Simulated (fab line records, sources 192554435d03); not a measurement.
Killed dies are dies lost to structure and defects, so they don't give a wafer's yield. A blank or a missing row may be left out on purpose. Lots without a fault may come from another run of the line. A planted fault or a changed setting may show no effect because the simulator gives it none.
fab line records | flow n5_finfet
record lots=7 wafers=21
route steps=1938 shown MIM_TOP_LITHO@1843 TV_OPEN@1888
start_h: hours from the record's first day to the start of the lot's first wafer shown | wait_h: hours since the lot's step before | " the same as in the row above | L1.1+2: a row that stands for several wafers | - no value, or no start given | * or withheld: withheld | < > ~ a bound
route shown NAME@n: a module of which the file shows steps, and the number in the route of the first | usual: mean/standard deviation of fault-free wafers | same: alike in all rows | chamber/n: place in a boat | sites: the reading at each site | _std_site: their standard deviation | _edge_site: outer sites' mean less inner sites' | radius_mm: how far each site lies from the wafer's centre | mask NAME#n: copy n | behind: the tool/chamber that last shaped the wafer | hold: why the lot was held/for how many hours/how that ended | device: the transistor (n, p or np) that didn't switch | end of line: the same wafers' tests at the end of the route | a step without rows: its recipe alone | killed: dies lost to structure and defects at the first sort, not the wafer's yield | map: a wafer's dies, x killed, . not, _ none there
set.NAME: the setting as run; set.NAME@STEP: as run at that earlier step | model.NAME: the simulator's own value behind a step, which no gauge read
lots whose settings were changed on purpose; a table a step, a row a wafer
## steps
# step N5_MIM_TOP_LITHO_EXPOSE_05
# recipe mask_id=MIM_TOP na=0.55 source_shape=conventional sigma_outer=0.8 polarization=unpolarized target_cd_nm=2000 dose_mj=20.5
# columns lot.wafer tool chamber start_h wait_h mask set.dose_mj
L076.2+4+5 krf_scanner-01 0 287.50 - MIM_TOP#0 20.5
L079.1+2 krf_scanner-01 0 303.71 - MIM_TOP#0 20.5
L079.4 " 0 " " MIM_TOP#0 19.42
L083.3+4+5 krf_scanner-02 0 317.99 - MIM_TOP#0 20.5
L088.1 krf_scanner-02 0 353.21 - MIM_TOP#0 20.5
L088.4+5 " 0 " " MIM_TOP#0 21.37
L089.1 krf_scanner-01 0 357.86 - MIM_TOP#0 20.5
L089.2+4 " 0 " " MIM_TOP#0 19.8
L090.1+5 krf_scanner-01 0 360.83 - MIM_TOP#0 20.5
L090.2 " 0 " " MIM_TOP#0 19.53
L092.1+3+4 krf_scanner-01 0 376.79 - MIM_TOP#0 20.5
# step N5_MIM_TOP_LITHO_PEB_06
# recipe peb_temp_c=withheld peb_time_s=*
# step N5_MIM_TOP_LITHO_DEVELOP_07
# recipe develop_time_s=60 rinse_liquid=diw dry=air_spin dev_temp_c=21
# step N5_MIM_TOP_LITHO_HARDBAKE_09
# recipe temp_c=130 time_s=120
# step N5_MIM_TOP_LITHO_CD_MEAS_08
# recipe target_cd_nm=2000 landing_energy_ev=500 detector=se_inlens
# usual cd_nm=1999.9/1.6
# columns lot.wafer tool chamber start_h wait_h set.dose_mj@MIM_TOP_LITHO_EXPOSE_05 cd_nm
L076.2 cd_sem-01 0 287.67 - 20.5 1997.9
L076.4 " 0 " " 20.5 1998.3
L076.5 " 0 " " 20.5 1999.1
L079.1 cd_sem-03 0 303.89 - 20.5 2002.1
L079.2 " 0 " " 20.5 2000.5
L079.4 " 0 " " 19.42 2009.8
L083.3 cd_sem-02 0 318.16 - 20.5 2000.8
L083.4 " 0 " " 20.5 1999.9
L083.5 " 0 " " 20.5 2002.0
L088.1 cd_sem-02 0 353.39 - 20.5 1998.0
L088.4 " 0 " " 21.37 1992.0
L088.5 " 0 " " 21.37 1989.5
L089.1 cd_sem-02 0 358.04 - 20.5 1999.0
L089.2 " 0 " " 19.8 2006.3
L089.4 " 0 " " 19.8 2004.4
L090.1 cd_sem-01 0 361.01 - 20.5 2002.3
L090.2 " 0 " " 19.53 2009.8
L090.5 " 0 " " 20.5 2002.2
L092.1 cd_sem-03 0 376.97 - 20.5 2000.7
L092.3 " 0 " " 20.5 2001.6
L092.4 " 0 " " 20.5 2002.0
# step N5_PASSIVATION_VIA_ETCH_13
# recipe chemistry=CHF3/O2 target=SiO2 target_depth_a=6600 CHF3_flow_sccm=50 O2_flow_sccm=5 Ar_flow_sccm=200 time_s=330 mask_material=PR pressure_mtorr=30 source_w=650 bias_w=170 ion_energy_ev=200 ends=cleared
# usual etch_rf_on_time_s=235/3.9 rf_vpp_V=525/4.7
# columns lot.wafer tool chamber start_h wait_h set.bias_w etch_rf_on_time_s rf_vpp_V
L076.2 rie_diel-04 1 291.37 0.0 170 236 522
L076.4 " 3 " " 170 235 523
L076.5 " 3 " " 170 237 522
L079.1 rie_diel-04 1 306.87 0.0 170 236 522
L079.2 " 2 " " 185.2 224 562
L079.4 " 0 " " 170 234 517
L083.3 rie_diel-06 3 322.74 0.0 144.8 248 466
L083.4 " 3 " " 144.8 250 465
L083.5 " 1 " " 170 237 529
L088.1 rie_diel-04 1 357.44 0.0 161.3 238 501
L088.4 " 3 " " 170 237 523
L088.5 " 1 " " 161.3 241 502
L089.1 rie_diel-04 1 362.99 0.0 145.6 248 460
L089.2 " 0 " " 170 236 516
L089.4 " 2 " " 145.6 248 463
L090.1 rie_diel-03 3 363.90 0.0 170 233 524
L090.2 " 0 " " 170 230 529
L090.5 " 3 " " 150.3 251 474
L092.1 rie_diel-04 3 381.59 0.0 154.2 241 483
L092.3 " 2 " " 170 231 523
L092.4 " 2 " " 170 238 524
## key
split step=N5_MIM_TOP_LITHO_EXPOSE_05 setting=dose_mj stated=20.5 by=wafer
response step=N5_MIM_TOP_LITHO_CD_MEAS_08 reading=cd_nm change=-1.67 per=1% r=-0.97
split step=N5_PASSIVATION_VIA_ETCH_13 setting=bias_w stated=170 by=wafer
response step=N5_PASSIVATION_VIA_ETCH_13 reading=etch_rf_on_time_s change=* per=1% r=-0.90
response step=N5_PASSIVATION_VIA_ETCH_13 reading=rf_vpp_V change=+4.25 per=1% r=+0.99
